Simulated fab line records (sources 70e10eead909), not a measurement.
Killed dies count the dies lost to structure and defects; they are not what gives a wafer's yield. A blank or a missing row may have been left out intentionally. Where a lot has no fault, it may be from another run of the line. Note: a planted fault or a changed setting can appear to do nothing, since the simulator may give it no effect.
Which tool is to blame? :: flow nand_harc :: at 1 step of a route of 1159, 23 lots with 69 wafers sampled

== WHAT THE GAUGES SHOWED, per wafer ==
NHARC_A_SLIT_OVL_MEAS_10.
lot: L074
measured: day 14 01:20
on: overlay-02
overlay_x_nm (nm): 1.0 0.5 0.3
overlay_y_nm (nm): -0.2 -0.1 0.5

lot: L075
measured: day 14 15:55
on: overlay-02
overlay_x_nm (nm): 1.4 1.2 1.0
overlay_y_nm (nm): 1.2 1.7 0.9

lot: L076
measured: day 14 16:05
on: overlay-01
overlay_x_nm (nm): -0.3 -0.9 -0.8
overlay_y_nm (nm): -0.5 -0.8 -0.3

lot: L077
measured: day 14 22:51
on: overlay-01
overlay_x_nm (nm): 0.3 0.1 0.3
overlay_y_nm (nm): -1.1 -0.9 -1.1

lot: L078
measured: day 14 23:00
on: overlay-01
overlay_x_nm (nm): 0.1 0.0 0.5
overlay_y_nm (nm): 0.7 0.5 0.1

lot: L082
measured: day 16 11:01
on: overlay-01
overlay_x_nm (nm): -0.7 -0.6 -0.7
overlay_y_nm (nm): -0.1 0.4 -0.7

lot: L081
measured: day 16 11:39
on: overlay-02
overlay_x_nm (nm): 1.1 1.1 0.9
overlay_y_nm (nm): -0.1 0.3 -0.1

lot: L080
measured: day 16 13:00
on: overlay-01
overlay_x_nm (nm): -1.1 -1.0 -0.3
overlay_y_nm (nm): 1.4 1.9 1.6

lot: L079
measured: day 16 13:31
on: overlay-02
overlay_x_nm (nm): 1.6 1.3 1.1
overlay_y_nm (nm): -0.4 -0.4 0.0

lot: L084
measured: day 16 22:31
on: overlay-02
overlay_x_nm (nm): -0.2 0.3 0.1
overlay_y_nm (nm): -2.3 -2.5 -2.1

lot: L086
measured: day 17 07:29
on: overlay-01
overlay_x_nm (nm): -0.7 -1.1 -0.5
overlay_y_nm (nm): 0.5 0.5 1.1

lot: L087
measured: day 17 07:47
on: overlay-01
overlay_x_nm (nm): -0.1 0.0 0.1
overlay_y_nm (nm): -0.1 -0.5 -0.3

lot: L085
measured: day 18 05:53
on: overlay-02
overlay_x_nm (nm): -0.1 -0.1 0.0
overlay_y_nm (nm): -0.3 -0.7 -0.6

lot: L088
measured: day 18 13:51
on: overlay-02
overlay_x_nm (nm): 0.9 0.3 0.8
overlay_y_nm (nm): 0.3 -0.5 -0.8

lot: L091
measured: day 18 15:26
on: overlay-02
overlay_x_nm (nm): -0.2 0.5 0.2
overlay_y_nm (nm): -0.9 -0.6 -0.4

lot: L089
measured: day 18 20:07
on: overlay-02
overlay_x_nm (nm): 0.3 -0.2 0.1
overlay_y_nm (nm): -0.5 -0.2 0.3

lot: L090
measured: day 18 21:07
on: overlay-02
overlay_x_nm (nm): 0.3 0.2 0.2
overlay_y_nm (nm): 0.5 0.7 0.6

lot: L093
measured: day 19 07:10
on: overlay-02
overlay_x_nm (nm): 0.7 1.1 1.0
overlay_y_nm (nm): -0.1 -0.2 0.0

lot: L092
measured: day 19 07:27
on: overlay-02
overlay_x_nm (nm): -0.5 -0.7 -0.8
overlay_y_nm (nm): 0.3 -0.1 0.0

lot: L097
measured: day 20 01:16
on: overlay-02
overlay_x_nm (nm): 0.7 0.8 1.2
overlay_y_nm (nm): -1.0 -1.3 -0.6

lot: L094
measured: day 20 02:12
on: overlay-02
overlay_x_nm (nm): 0.4 0.4 0.8
overlay_y_nm (nm): -0.8 -0.2 -0.9

lot: L095
measured: day 20 03:11
on: overlay-01
overlay_x_nm (nm): -1.2 -0.6 -0.8
overlay_y_nm (nm): 0.3 0.4 0.0

lot: L096
measured: day 20 04:02
on: overlay-01
overlay_x_nm (nm): 0.6 -0.1 0.2
overlay_y_nm (nm): -0.5 -0.4 -1.1

== EACH LOT AND THE TOOL THAT RAN IT (in order: tool; ch and the chambers of the sampled wafers; start) ==
Record: no process step prior to these readings.

== WHAT THE TOOLS THEMSELVES READ (means of the sampled wafers that have a number; where no wafer has one, the mark that the record gives instead) ==
The record holds no such reading with a usual standard deviation.

== THE ANSWER, worked out from the rows above alone ==
Rule: usual is defined by the lots themselves. The widest of any qualifying gaps counts: lots, ordered by their means at a reading, are off when they make up no more than a third of the lots, leave a main group of 4 or more, and stand apart from it by 3 or more times the standard deviation of that group's means. If all means in a main group match to the digits the tables above print for the reading, that group is not used. Also off: a lot with no number at a reading for which 4 or more lots have one. All remaining lots with rows at the step are treated as sound. The gauges are gone through in route order, then the tools' own readings, and for those a lot's mean is taken as printed above. The first step at which some lot is off is used, and at that step the reading that is off furthest; a lot without a number counts as furthest.
No lot is off at any reading shown: from this, nothing can be told.

== WHAT THE SIMULATOR HAD PUT IN ==
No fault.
